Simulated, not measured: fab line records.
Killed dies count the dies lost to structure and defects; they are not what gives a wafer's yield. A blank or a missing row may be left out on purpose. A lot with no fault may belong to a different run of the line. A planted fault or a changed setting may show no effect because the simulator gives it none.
Matching of chambers	flow n5-finfet	N5_BEOL_M9_PECVD_70 on pecvd-03: 3 sister chambers
The step deposits SiO2 from TEOS/O2, target thk 20 nm, time 22.7 s. 3 wafers are shown with their chamber, then 11 later ones without.

WAFERS, EACH WITH ITS CHAMBER
wafer	chamber	throttle-valve-pct (%)
L087.2	2	21.7
L087.6	0	23.1
L088.1	1	23.5

WAFERS WHOSE CHAMBER IS MISSING
wafer	throttle-valve-pct (%)
L088.2	21.8
L088.4	21.7
L091.1	23.4
L091.3	22.0
L091.4	21.9
L089.1	23.3
L089.4	22.0
L089.6	23.3
L092.2	21.9
L092.4	23.5
L092.6	22.1

CHAMBER TAKEN BY EACH
wafer	from the rows above	in truth
L088.2	2	2
L088.4	2	2
L091.1	can't be placed: 1 or 0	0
L091.3	2	2
L091.4	2	2
L089.1	can't be placed: 0 or 1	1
L089.4	2	2
L089.6	can't be placed: 0 or 1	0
L092.2	2	2
L092.4	can't be placed: 1 or 0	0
L092.6	2	2
Placed correctly: 7 of 11. These rows do not allow placing 4 (true chamber among the candidates in 4). Wrongly placed: 0.
How it was worked out, from the rows above alone: a wafer's distance from a chamber is the root of the sum, over the readings, of the square of ((its reading less the chamber's mean) divided by the reading's scatter). If the next closest chamber is less than 2 further off than the closest, the wafer can't be placed; otherwise it belongs to the closest. For every chamber, the mean is computed from those of its wafers that are shown. The scatter: root of mean squared gap, hidden wafer to nearest shown wafer, with one shown wafer a chamber.
